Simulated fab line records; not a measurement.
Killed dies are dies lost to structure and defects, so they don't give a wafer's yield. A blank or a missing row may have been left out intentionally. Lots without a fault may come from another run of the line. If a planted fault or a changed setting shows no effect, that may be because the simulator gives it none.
Matching of chambers :: flow n5Finfet :: N5_HKMG_FIN_ETCH_54 on rieDiel-06 has 4 sister chambers
The step etches SiARC in CF4, target depth 45.5 nm, time 75.8 s. 4 wafers are shown with their chamber, then 9 later ones without.

== WAFERS PAIRED WITH THEIR CHAMBERS ==
wafer: L083.4
chamber: 0
showerheadPlenumPTorr (Torr): 2.14

wafer: L091.1
chamber: 2
showerheadPlenumPTorr (Torr): 2.06

wafer: L091.2
chamber: 3
showerheadPlenumPTorr (Torr): 2.03

wafer: L091.3
chamber: 1
showerheadPlenumPTorr (Torr): 2.26

== WAFERS MISSING THEIR CHAMBER ==
wafer: L094.1
showerheadPlenumPTorr (Torr): 2.05

wafer: L094.3
showerheadPlenumPTorr (Torr): 2.14

wafer: L094.4
showerheadPlenumPTorr (Torr): 2.02

wafer: L095.2
showerheadPlenumPTorr (Torr): 2.02

wafer: L095.4
showerheadPlenumPTorr (Torr): 2.05

wafer: L095.5
showerheadPlenumPTorr (Torr): 2.26

wafer: L097.3
showerheadPlenumPTorr (Torr): 2.26

wafer: L097.4
showerheadPlenumPTorr (Torr): 2.13

wafer: L097.6
showerheadPlenumPTorr (Torr): 2.05

== THE CHAMBER EACH PASSED THROUGH ==
wafer: L094.1
from the rows above: can't be placed: 2 or 3
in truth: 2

wafer: L094.3
from the rows above: 0
in truth: 0

wafer: L094.4
from the rows above: 3
in truth: 3

wafer: L095.2
from the rows above: 3
in truth: 3

wafer: L095.4
from the rows above: can't be placed: 2 or 3
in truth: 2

wafer: L095.5
from the rows above: 1
in truth: 1

wafer: L097.3
from the rows above: 1
in truth: 1

wafer: L097.4
from the rows above: 0
in truth: 0

wafer: L097.6
from the rows above: can't be placed: 2 or 3
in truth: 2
6 of 9 placed correctly. Cannot be placed on the basis of these rows: 3; the candidates contain the true chamber in 3. 0 placed wrongly.
How it was worked out, from the rows above alone: a wafer's distance from a chamber is the root of the sum, over the readings, of the square of ((its reading less the chamber's mean) divided by the reading's scatter). If the next closest chamber is less than 2 further off than the closest, the wafer can't be placed; otherwise it belongs to the closest. The mean given for a chamber averages the wafers shown for that chamber. The scatter: root of mean squared gap, hidden wafer to nearest shown wafer, with one shown wafer a chamber.
